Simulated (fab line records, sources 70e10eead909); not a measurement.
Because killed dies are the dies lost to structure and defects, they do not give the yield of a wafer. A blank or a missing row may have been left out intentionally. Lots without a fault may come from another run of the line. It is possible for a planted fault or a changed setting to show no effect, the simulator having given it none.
Chamber matching	flow nand-harc	3 sister chambers for NHARC_A_STAIRCASE_DEP_417 on pecvd-03
The step deposits Si3N4, target thk 60 nm. 24 wafers are shown with their chamber, then 12 later ones without.

## WAFERS WITH THEIR CHAMBER
wafer	chamber	heater-power-w (W)	heater-power-outer-w (W)
L075.1	1	756	400
L075.4	1	751	401
L075.5	2	732	443
L077.1	2	715	434
L077.3	1	863	475
L077.6	0	810	495
L080.3	2	719	419
L080.4	1	818	452
L080.5	2	721	438
L081.2	0	719	419
L081.3	2	692	416
L081.5	2	710	417
L082.2	2	660	376
L082.5	1	839	460
L082.6	0	799	505
L087.1	0	722	423
L087.2	2	712	433
L087.3	1	791	461
L089.2	0	771	481
L089.4	1	820	447
L089.5	1	817	459
L091.1	1	858	483
L091.3	2	720	433
L091.5	1	855	481

SIGNATURES (averages over the wafers above)
reading	chamber 0	chamber 1	chamber 2	scatter within a chamber
heater-power-w	764.20	816.80	709.00	34.7
heater-power-outer-w	464.60	451.90	423.22	29.1
Rule: a wafer's distance from a chamber is the root of the sum, over the readings, of the square of ((its reading less the chamber's mean) divided by the reading's scatter). The wafer belongs to the nearest chamber; if the next one is less than 2 further off, it can't be placed. The scatter: take each reading less its chamber's mean, square it, sum over the shown wafers, divide by the number of wafers less the number of chambers, and take the root.

## WAFERS WITH NO CHAMBER GIVEN
wafer	heater-power-w (W)	heater-power-outer-w (W)
L093.1	772	463
L093.3	774	469
L093.4	653	354
L094.2	616	353
L094.4	818	420
L094.6	649	363
L096.1	699	409
L096.4	718	413
L096.5	722	425
L097.1	691	412
L097.2	718	367
L097.3	734	443

## THE CHAMBER EACH PASSED THROUGH
wafer	from the rows above	in truth
L093.1	can't be placed: 0 or 1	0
L093.3	can't be placed: 0 or 1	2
L093.4	2	2
L094.2	2	2
L094.4	can't be placed: 1 or 0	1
L094.6	2	2
L096.1	2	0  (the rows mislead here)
L096.4	can't be placed: 2 or 0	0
L096.5	can't be placed: 2 or 0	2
L097.1	2	2
L097.2	can't be placed: 2 or 0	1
L097.3	can't be placed: 2 or 0 or 1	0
Correct placement for 4 of the 12. Can't be placed from these rows: 7 (the true chamber is among the candidates in 5). Wrongly placed: 1.
